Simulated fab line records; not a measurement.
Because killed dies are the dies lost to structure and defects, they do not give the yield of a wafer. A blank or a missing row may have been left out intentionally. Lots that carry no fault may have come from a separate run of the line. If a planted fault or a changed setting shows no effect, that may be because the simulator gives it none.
Comparing a struck lot with a sound one :: flow n5_finfet :: 23 out of 1938 route steps
Sound: these wafers, L846.2, L846.4. Struck: wafers L845.2, L845.3, L845.4. The cause is given at the end.
Order at every step that has rows: each side's tool, ch and its chambers, its first start. Under that, the readings that differ: sound wafers :: struck wafers :: difference of the means :: sigmas: that difference in standard deviations of wafers without a fault.
alike: same words and numbers on both sides, and readings whose means sit less than 2 such deviations apart. not compared: any withheld reading, any reading some wafer has no value for, any bound like >300 that may hide the same value, and any number with overlapping values for which the record gives no deviation.
Wherever a step has rows on one side only, a row that says differs or no value, or a row with sigmas, the two part there. When numbers do not overlap yet have no deviation, they are printed without sigmas and do not part them. A reading missing from all wafers of one side parts the sides only when that side holds two or more wafers.

first, 8 steps without rows for these wafers: N5_BEOL_M0_PRE_CLEAN_131 (time 15 s); N5_BEOL_M0_CO_CAP_123 (material Co, precursor CCTBA/H2, target thk 2 nm, time 102.1 s); N5_BEOL_M0_PRE_CLEAN_124 (time 15 s); N5_BEOL_M0_DEP_125 (deposits SiCN from 3MS/NH3, target thk 8 nm, time 14 s); N5_BEOL_M1_ILD_DEP_00 (deposits SiOC from DEMS/O2, target thk 79 nm, time 15.3 s); N5_BEOL_M1_PECVD_72 (deposits SiO2 from TEOS/O2, target thk 16 nm, time 18 s); N5_BEOL_M1_HM_DEP_02 (deposits TiN, target thk 20 nm); N5_BEOL_M1_COAT_61 (time 60 s, resist thk 60 nm).
N5_BEOL_M1_COAT_62: time 60 s, resist thk 12 nm.
  sound on litho_track-01 ch 0, day 9 01:40; struck on litho_track-03 ch 0, day 8 16:32
reading: spin_speed_rpm (rpm)
sound: 1499.1 1500.8
struck: 1749.9 1749.3 1748.6
difference: +249.3
sigmas: +99 or more

reading: model.SiARC_of_BEOL_M1_COAT_62.thk_nm (nm)
sound: 12 12
struck: 11.2 11 11
difference: -0.9
sigmas: 
then, 9 steps without rows for these wafers: N5_BEOL_M1_COAT_73 (time 60 s, resist thk 5 nm); N5_BEOL_M1_COAT_05 (resist thk 30 nm); N5_BEOL_M1_EBR_07; N5_BEOL_M1_SOFTBAKE_06 (time 60 s); N5_BEOL_M1_EXPOSE_08 (exposes mask M1); N5_BEOL_M1_PEB_09 (peb time 60 s); N5_BEOL_M1_DEVELOP_10 (develop time 30 s); N5_BEOL_M1_DESCUM_16 (chemistry O2, time 7 s); N5_BEOL_M1_ETCH_74 (etches underlayer in N2/H2, target depth 6.5 nm, time 5.2 s).
N5_BEOL_M1_ETCH_63: etches SiARC in CF4, target depth 15.6 nm, time 26 s.
  sound on rie_diel-01 ch 0,1, day 9 02:06; struck on rie_diel-03 ch 0,1,2, day 8 17:04
reading: etch_rf_on_time_s (s)
sound: 26.5 26.6
struck: 23.9 25.0 24.8
difference: -2.0
sigmas: -2

reading: model.etch.depth_nm (nm)
sound: 11.96 11.99
struck: 11.1 11.1 11.1
difference: -0.9
sigmas: 

reading: model.CAR-EUV_of_BEOL_M1_COAT_05.thk_nm (nm)
sound: 11.2 11
struck: 11.6 11.8 11.8
difference: +0.6
sigmas: 
  alike: drypump_motor_current_A, oes_product_au, rf_vpp_V, showerhead_plenum_p_Torr, throttle_valve_pct
  not compared: rf_hours_counter_h
N5_BEOL_M1_ETCH_64: etches SOC in N2/H2, target depth 75 nm, overetch 15 nm, time 112.5 s.
  sound on rie_diel-01 ch 0,1, day 9 02:08; struck on rie_diel-03 ch 0,1,2, day 8 17:05
reading: rf_vpp_V (V)
sound: 523.2 519.3
struck: 524.1 526.6 528.3
difference: +5.1
sigmas: +2

reading: model.SiARC_of_BEOL_M1_COAT_62.thk_nm (nm)
sound: 6.6 6.8
struck: 5.8 6 6
difference: -0.8
sigmas: 
  alike: drypump_motor_current_A, h2_flow_sccm, oes_product_au, showerhead_plenum_p_Torr, throttle_valve_pct
  not compared: rf_hours_counter_h
then, 1 step without rows for these wafers: N5_BEOL_M1_STRIP_65 (strips in N2/H2).
-- the record jumps here: 3 days lie between the struck wafers' starts before and after (it left off in module BEOL_M1 and takes up again in module BEOL_M4, whose first step shown is number 1111 of the route) --
N5_BEOL_M4_RC_MEAS_101:
  sound on prober-01 ch 0, day 12 11:46; struck on prober-02 ch 0, day 11 12:54
  alike: DIBL_N, DIBL_P, IOFF_N, IOFF_P, ION_N, ION_P, SS_N, SS_P, VT_N, VT_P
-- record jumps: 4 days separate the struck wafers' starts on either side; left off in module BEOL_M4, taken up again in module PASSIVATION, whose first shown step is the route's number 1936 --
N5_PASSIVATION_PROBE_49:
  sound on prober-02, day 16 19:26; struck on prober-02, day 15 17:25
  alike: defect_limited_yield, killed_at_M0_to_M3, killed_at_M4_up, killed_at_contacts, killed_at_front_end, killed_at_other, killed_dies, killed_on_rim, killed_open, killed_short, sort_bin_5_function, sort_bin_6_memory, sort_n_pass, sort_yield_pct

WHERE THEY PART
At N5_BEOL_M1_COAT_62 first; at N5_BEOL_M1_ETCH_64 last (within this record only). Later steps at which nothing parts them and some readings are alike: N5_BEOL_M4_RC_MEAS_101, N5_PASSIVATION_PROBE_49.

WHY: whatever the simulator had introduced
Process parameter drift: litho_track-03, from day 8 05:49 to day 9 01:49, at N5_BEOL_M1_COAT_62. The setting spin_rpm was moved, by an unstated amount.
